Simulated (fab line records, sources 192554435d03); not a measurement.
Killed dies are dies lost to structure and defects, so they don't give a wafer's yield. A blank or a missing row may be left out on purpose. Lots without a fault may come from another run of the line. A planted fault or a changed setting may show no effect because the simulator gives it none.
Chamber matching | flow n5_finfet | N5_BEOL_M11_STRIP_67 on rie_diel-03: 4 sister chambers
The step strips in CF4. 20 wafers are shown with their chamber, then 10 later ones without.

WAFERS WITH THEIR CHAMBER
wafer  | chamber | showerhead_plenum_p_Torr (Torr) | drypump_motor_current_A (A) | throttle_valve_pct (%)
L074.1 | 1       | 1.82                            | 5.9                         | 13.46
L074.2 | 2       | 1.88                            | 5.4                         | 13.77
L074.6 | 1       | 1.82                            | 5.9                         | 13.45
L076.1 | 3       | 1.74                            | 4.7                         | 13.70
L076.2 | 2       | 1.88                            | 5.4                         | 13.79
L076.4 | 1       | 1.82                            | 5.9                         | 13.46
L078.3 | 2       | 1.88                            | 5.4                         | 13.81
L078.5 | 3       | 1.74                            | 4.7                         | 13.69
L078.6 | 1       | 1.82                            | 5.9                         | 13.46
L077.2 | 1       | 1.82                            | 6.0                         | 13.45
L077.5 | 2       | 1.88                            | 5.4                         | 13.80
L077.6 | 3       | 1.74                            | 4.7                         | 13.69
L083.2 | 3       | 1.74                            | 4.8                         | 13.74
L083.5 | 0       | 1.91                            | 5.2                         | 13.42
L083.6 | 1       | 1.82                            | 5.9                         | 13.49
L081.1 | 3       | 1.74                            | 4.8                         | 13.74
L081.3 | 1       | 1.82                            | 5.9                         | 13.51
L081.5 | 0       | 1.91                            | 5.3                         | 13.43
L091.2 | 0       | 1.90                            | 5.2                         | 13.45
L091.4 | 2       | 1.87                            | 5.4                         | 13.87

SIGNATURES (means of the wafers above)
reading                  | chamber 0 | chamber 1 | chamber 2 | chamber 3 | scatter within a chamber
showerhead_plenum_p_Torr | 1.9067    | 1.8200    | 1.8780    | 1.7400    | 0.00303
drypump_motor_current_A  | 5.233     | 5.914     | 5.400     | 4.740     | 0.0413
throttle_valve_pct       | 13.4333   | 13.4686   | 13.8080   | 13.7120   | 0.0273
Rule: a wafer's distance from a chamber is the root of the sum, over the readings, of the square of ((its reading less the chamber's mean) divided by the reading's scatter). The wafer belongs to the nearest chamber; if the next one is less than 2 further off, it can't be placed. The scatter: the root of (the sum of the squares of (reading less its chamber's mean) over the shown wafers, divided by (wafers less chambers)).

WAFERS WITHOUT THEIR CHAMBER
wafer  | showerhead_plenum_p_Torr (Torr) | drypump_motor_current_A (A) | throttle_valve_pct (%)
L091.5 | 1.81                            | 5.9                         | 13.51
L093.1 | 1.73                            | 4.7                         | 13.74
L093.3 | 1.90                            | 5.2                         | 13.44
L093.6 | 1.87                            | 5.4                         | 13.88
L094.2 | 1.73                            | 4.8                         | 13.79
L094.3 | 1.87                            | 5.4                         | 13.87
L094.5 | 1.81                            | 5.9                         | 13.54
L097.1 | 1.87                            | 5.4                         | 13.89
L097.2 | 1.73                            | 4.8                         | 13.79
L097.3 | 1.81                            | 5.9                         | 13.53

WHICH CHAMBER EACH WENT THROUGH
wafer  | from the rows above | in truth
L091.5 | 1                   | 1
L093.1 | 3                   | 3
L093.3 | 0                   | 0
L093.6 | 2                   | 2
L094.2 | 3                   | 3
L094.3 | 2                   | 2
L094.5 | 1                   | 1
L097.1 | 2                   | 2
L097.2 | 3                   | 3
L097.3 | 1                   | 1
Placed correctly: 10 of 10. Can't be placed from these rows: 0. Placed wrongly: 0.
